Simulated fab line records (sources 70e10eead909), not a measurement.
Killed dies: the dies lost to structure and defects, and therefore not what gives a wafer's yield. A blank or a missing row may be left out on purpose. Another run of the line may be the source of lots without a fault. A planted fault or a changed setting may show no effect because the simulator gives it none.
A struck lot beside a sound one + flow nand_harc + 14 steps out of a route of 1159
Sound: these wafers, L486.1, L486.3, L486.6. Struck: wafers L471.1, L471.5, L471.6. The cause is named last.
At each step with rows: each side's tool, then ch and its chambers, then its first start. Under that, the readings that differ: sound wafers + struck wafers + difference of the means + sigmas: that difference in standard deviations of wafers without a fault.
alike: readings with means less than 2 such deviations apart, plus words and numbers identical on both sides. not compared: withheld readings, readings lacking a value on some wafer, bounds such as >300 that could conceal the same value, and numbers that have no deviation in the record and whose values overlap.
Wherever a step has rows on one side only, a row that says differs or no value, or a row with sigmas, the two part there. Numbers that don't overlap but have no deviation are shown without sigmas and don't part them. Lack of a reading on every wafer of one side parts them only where that side has two or more wafers.

first, 1 step without rows for these wafers: NHARC_A_BLC_DESCUM_15 (chemistry O2, time 3 s).
NHARC_A_BLC_ETCH_16: etches the open film in CF4, target depth 39 nm, time 65 s.
  sound on rie_diel-09 ch 2,3, day 21 04:32; struck on rie_diel-11 ch 0,1,3, day 17 22:03
  alike: drypump_motor_current_A, oes_product_au, rf_vpp_V, showerhead_plenum_p_Torr, throttle_valve_pct
  not compared: rf_hours_counter_h
NHARC_A_BLC_ETCH_17: etches the open film in N2/H2, target depth 390 nm, time 609.38 s.
  sound on rie_diel-09 ch 0,2,3; struck on rie_diel-11 ch 0,1,3
  alike: drypump_motor_current_A, oes_product_au, rf_vpp_V, showerhead_plenum_p_Torr, throttle_valve_pct
  not compared: rf_hours_counter_h
NHARC_A_BLC_ETCH_18: etches the open film in C4F8/O2/Ar, target depth 910 nm.
  sound on rie_diel-09 ch 0,2; struck on rie_diel-11 ch 0,1,3
  alike: oes_product_au, rf_vpp_V
  not compared: rf_hours_counter_h
NHARC_A_BLC_CD_MEAS_19:
  sound on cd_sem-01 at day 21 05:25; struck on cd_sem-03 at day 17 22:55
  alike: cd_nm
then, 3 steps without rows for these wafers: NHARC_A_BLC_STRIP_29 (strips in CF4); NHARC_A_BLC_STRIP_21 (strips in O2); NHARC_A_BLC_STRIP_22 (strips in post etch residue remover, time 600 s).
NHARC_A_BLC_DEGAS_30: time 60 s.
  sound on pvd_sputter-03 at day 21 06:02; struck on pvd_sputter-03 at day 17 23:32
  alike: heater_power_w
then, 1 step without rows for these wafers: NHARC_A_BLC_PRE_CLEAN_31 (time 15 s).
NHARC_A_BLC_PVD_32: deposits Ti, target thk 5 nm, time 17.7 s.
  sound on pvd_sputter-03; struck on pvd_sputter-03
  alike: throttle_valve_pct
then, 1 step without rows for these wafers: NHARC_A_BLC_ALD_23 (deposits TiN, target thk 3 nm, pulse time 1 s, ald cycles 150).
NHARC_A_BLC_CVD_24: deposits W, target thk 150 nm, time 434 s.
  sound on cvd_w-01 ch 0,1, day 21 11:26; struck on cvd_w-01 ch 0,1, day 18 00:39
  alike: heater_power_outer_w, heater_power_w, throttle_valve_pct
NHARC_A_BLC_CMP_25: polishes, t overpolish 30 s, target thk 150 nm.
  sound on cmp-04 ch 1,2,3, day 21 11:58; struck on cmp-02 ch 0,1,2, day 18 01:19
| reading                | sound          | struck         | difference | sigmas |
|------------------------|----------------|----------------|------------|--------|
| time_to_endpoint_s (s) | 32.5 29.9 30.2 | 55.4 57.9 57.4 | +26.0      | +10    |
  alike: motor_current_A, overpolish_run_s

WHERE THEY PART
Only at NHARC_A_BLC_CMP_25, within this record.

WHY: whatever the simulator had introduced
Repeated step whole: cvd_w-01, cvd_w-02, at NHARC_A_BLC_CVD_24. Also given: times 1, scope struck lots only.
